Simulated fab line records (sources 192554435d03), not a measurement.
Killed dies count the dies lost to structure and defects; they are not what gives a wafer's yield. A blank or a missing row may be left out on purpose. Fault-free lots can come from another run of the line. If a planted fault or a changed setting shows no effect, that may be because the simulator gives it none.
Which of the tools did it? || flow n5Finfet || Sampling: 15 lots, 43 wafers, 2 of 1938 route steps

## WHAT THE GAUGES SHOWED, per wafer
N5_BEOL_M3_INSPECT_59: inspects for defects (darkfield).
{"lot": "L570", "measured": "day 8 11:04", "on": "defectInspect-02", "rawDefectCount": "86 70 93"}
{"lot": "L574", "measured": "day 8 17:37", "on": "defectInspect-01", "rawDefectCount": "143 68 69"}
{"lot": "L572", "measured": "day 8 17:46", "on": "defectInspect-02", "rawDefectCount": "152 93 91"}
{"lot": "L573", "measured": "day 8 19:56", "on": "defectInspect-02", "rawDefectCount": "61 57 54"}
{"lot": "L575", "measured": "day 8 21:55", "on": "defectInspect-01", "rawDefectCount": "59 85 78"}
{"lot": "L579", "measured": "day 9 19:17", "on": "defectInspect-01", "rawDefectCount": "68 91"}
{"lot": "L578", "measured": "day 9 19:31", "on": "defectInspect-01", "rawDefectCount": "86 96 119"}
{"lot": "L580", "measured": "day 10 07:30", "on": "defectInspect-01", "rawDefectCount": "56 50 88"}
{"lot": "L581", "measured": "day 10 19:18", "on": "defectInspect-01", "rawDefectCount": "92 79 62"}
{"lot": "L582", "measured": "day 11 00:15", "on": "defectInspect-02", "rawDefectCount": "98 72 65"}
{"lot": "L584", "measured": "day 11 05:34", "on": "defectInspect-02", "rawDefectCount": "64 46 92"}
{"lot": "L585", "measured": "day 11 18:37", "on": "defectInspect-01", "rawDefectCount": "54 40 58"}
{"lot": "L592", "measured": "day 13 02:51", "on": "defectInspect-01", "rawDefectCount": "74 49"}
{"lot": "L591", "measured": "day 13 14:24", "on": "defectInspect-01", "rawDefectCount": "75 54 127"}
{"lot": "L593", "measured": "day 13 21:39", "on": "defectInspect-01", "rawDefectCount": "72 45 117"}

## WHICH TOOL RAN EACH LOT (tool, then ch and the chambers of the sampled wafers, then the start)
{"lot": "L570", "N5_BEOL_M3_SPUTTER_94": "pvdSputter-02, day 8 09:40"}
{"lot": "L574", "N5_BEOL_M3_SPUTTER_94": "pvdSputter-01, day 8 15:48"}
{"lot": "L572", "N5_BEOL_M3_SPUTTER_94": "pvdSputter-03, day 8 16:04"}
{"lot": "L573", "N5_BEOL_M3_SPUTTER_94": "pvdSputter-03, day 8 18:39"}
{"lot": "L575", "N5_BEOL_M3_SPUTTER_94": "pvdSputter-03, day 8 20:29"}
{"lot": "L579", "N5_BEOL_M3_SPUTTER_94": "pvdSputter-01, day 9 17:58"}
{"lot": "L578", "N5_BEOL_M3_SPUTTER_94": "pvdSputter-03, day 9 18:14"}
{"lot": "L580", "N5_BEOL_M3_SPUTTER_94": "pvdSputter-01, day 10 05:57"}
{"lot": "L581", "N5_BEOL_M3_SPUTTER_94": "pvdSputter-02, day 10 18:01"}
{"lot": "L582", "N5_BEOL_M3_SPUTTER_94": "pvdSputter-01, day 10 22:57"}
{"lot": "L584", "N5_BEOL_M3_SPUTTER_94": "pvdSputter-03, day 11 04:16"}
{"lot": "L585", "N5_BEOL_M3_SPUTTER_94": "pvdSputter-03, day 11 17:19"}
{"lot": "L592", "N5_BEOL_M3_SPUTTER_94": "pvdSputter-02, day 13 01:33"}
{"lot": "L591", "N5_BEOL_M3_SPUTTER_94": "pvdSputter-02, day 13 13:02"}
{"lot": "L593", "N5_BEOL_M3_SPUTTER_94": "pvdSputter-01, day 13 20:22"}
- N5_BEOL_M3_SPUTTER_94: material Cu, target thk 4.5 nm, time 8.29 s.

## WHAT THE TOOLS THEMSELVES READ (means of the sampled wafers that have a number; where no wafer has one, the mark that the record gives instead)
N5_BEOL_M3_SPUTTER_94.
{"lot": "L570", "tool": "pvdSputter-02", "throttleValvePct (%)": 30.1}
{"lot": "L574", "tool": "pvdSputter-01", "throttleValvePct (%)": 29.1}
{"lot": "L572", "tool": "pvdSputter-03", "throttleValvePct (%)": 30.8}
{"lot": "L573", "tool": "pvdSputter-03", "throttleValvePct (%)": 31.2}
{"lot": "L575", "tool": "pvdSputter-03", "throttleValvePct (%)": 31.2}
{"lot": "L579", "tool": "pvdSputter-01", "throttleValvePct (%)": 30.0}
{"lot": "L578", "tool": "pvdSputter-03", "throttleValvePct (%)": 31.8}
{"lot": "L580", "tool": "pvdSputter-01", "throttleValvePct (%)": 29.4}
{"lot": "L581", "tool": "pvdSputter-02", "throttleValvePct (%)": 29.7}
{"lot": "L582", "tool": "pvdSputter-01", "throttleValvePct (%)": 29.4}
{"lot": "L584", "tool": "pvdSputter-03", "throttleValvePct (%)": 31.9}
{"lot": "L585", "tool": "pvdSputter-03", "throttleValvePct (%)": 31.2}
{"lot": "L592", "tool": "pvdSputter-02", "throttleValvePct (%)": 30.2}
{"lot": "L591", "tool": "pvdSputter-02", "throttleValvePct (%)": 30.1}
{"lot": "L593", "tool": "pvdSputter-01", "throttleValvePct (%)": 29.7}

## THE ANSWER, worked out from the rows above alone
Rule: the lots themselves supply what counts as usual. Put in order of their means at a reading, lots are off if they are a third of the lots or fewer, leave a main group of 4 or more, and stand apart from it by a gap of 3 or more times the standard deviation of the main group's means; of several such gaps the widest counts. Not used: any main group whose means are identical at the precision the tables above print for the reading. A lot without any number at a reading at which 4 lots or more have one is off too. Any other lot the step has rows for is counted as sound. After the gauges, taken in route order, come the tools' own readings; for these a lot's mean is taken, as printed above. At the first step where some lot is off, the reading lying furthest off is the one used; lots without a number count as furthest.
No lot is off on any of the readings shown, so nothing can be concluded from this.

## WHAT HAD BEEN PUT IN BY THE SIMULATOR
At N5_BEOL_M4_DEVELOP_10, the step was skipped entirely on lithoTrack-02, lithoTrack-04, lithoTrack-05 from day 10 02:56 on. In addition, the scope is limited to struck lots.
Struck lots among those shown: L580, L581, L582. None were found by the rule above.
